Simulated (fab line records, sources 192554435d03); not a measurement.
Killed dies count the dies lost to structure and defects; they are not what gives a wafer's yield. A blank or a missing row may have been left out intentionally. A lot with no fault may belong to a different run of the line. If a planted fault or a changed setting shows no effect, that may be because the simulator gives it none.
Matching of chambers	flow n5Finfet	N5_BEOL_M0_SAQP_SPACER1_ALD_98 on aldSin-02 has 4 sister chambers
The step deposits SiO2, target thk 12.8 nm, pulse time 1 s, purge time 2 s. 16 wafers are shown with their chamber, then 8 later ones without.

== WAFERS PAIRED WITH THEIR CHAMBERS ==
wafer	chamber	heaterPowerW (W)	chamberPressureTorr (Torr)	susceptorTempC (C)
L074.3	2	420	2.000	299.70
L074.4	0	474	1.995	300.12
L074.5	0	472	2.002	299.77
L075.1	1	407	2.002	300.17
L075.3	0	470	2.006	299.77
L075.6	0	486	2.009	299.97
L079.1	1	405	1.994	299.94
L079.4	0	473	1.998	299.63
L079.6	2	446	1.999	299.93
L083.4	2	436	1.999	300.03
L083.5	0	462	1.996	300.49
L083.6	1	402	2.008	299.99
L088.1	1	418	2.001	299.66
L088.4	3	499	2.004	300.14
L088.6	0	477	2.004	300.21
L089.2	1	404	1.999	299.97

SIGNATURES (means of the wafers above)
reading	chamber 0	chamber 1	chamber 2	chamber 3	scatter within a chamber
heaterPowerW	473.43	407.20	434.00	499.00	8.26
chamberPressureTorr	2.00143	2.00080	1.99933	2.00400	0.00475
susceptorTempC	299.9943	299.9460	299.8867	300.1400	0.247
Rule: a wafer's distance from a chamber is the root of the sum, over the readings, of the square of ((its reading less the chamber's mean) divided by the reading's scatter). The wafer belongs to the nearest chamber; if the next one is less than 2 further off, it can't be placed. The scatter is the square root of a quotient: the sum, over the shown wafers, of each reading's squared deviation from its chamber's mean, divided by wafers minus chambers.

== WAFERS WITH NO CHAMBER GIVEN ==
wafer	heaterPowerW (W)	chamberPressureTorr (Torr)	susceptorTempC (C)
L089.3	445	1.998	299.83
L089.5	453	2.002	299.93
L090.3	504	1.996	299.87
L090.4	415	1.994	300.29
L090.5	436	2.000	300.02
L094.1	503	1.999	299.74
L094.3	444	2.000	299.75
L094.4	478	1.992	299.82

== WHICH CHAMBER EACH WENT THROUGH ==
wafer	from the rows above	in truth
L089.3	2	2
L089.5	can't be placed: 2 or 0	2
L090.3	can't be placed: 3 or 0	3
L090.4	can't be placed: 1 or 2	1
L090.5	2	2
L094.1	can't be placed: 3 or 0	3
L094.3	2	2
L094.4	can't be placed: 0 or 3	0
Placed correctly: 3 of 8. From these rows, 5 cannot be placed; in 5 the true chamber is one of the candidates. 0 placed wrongly.
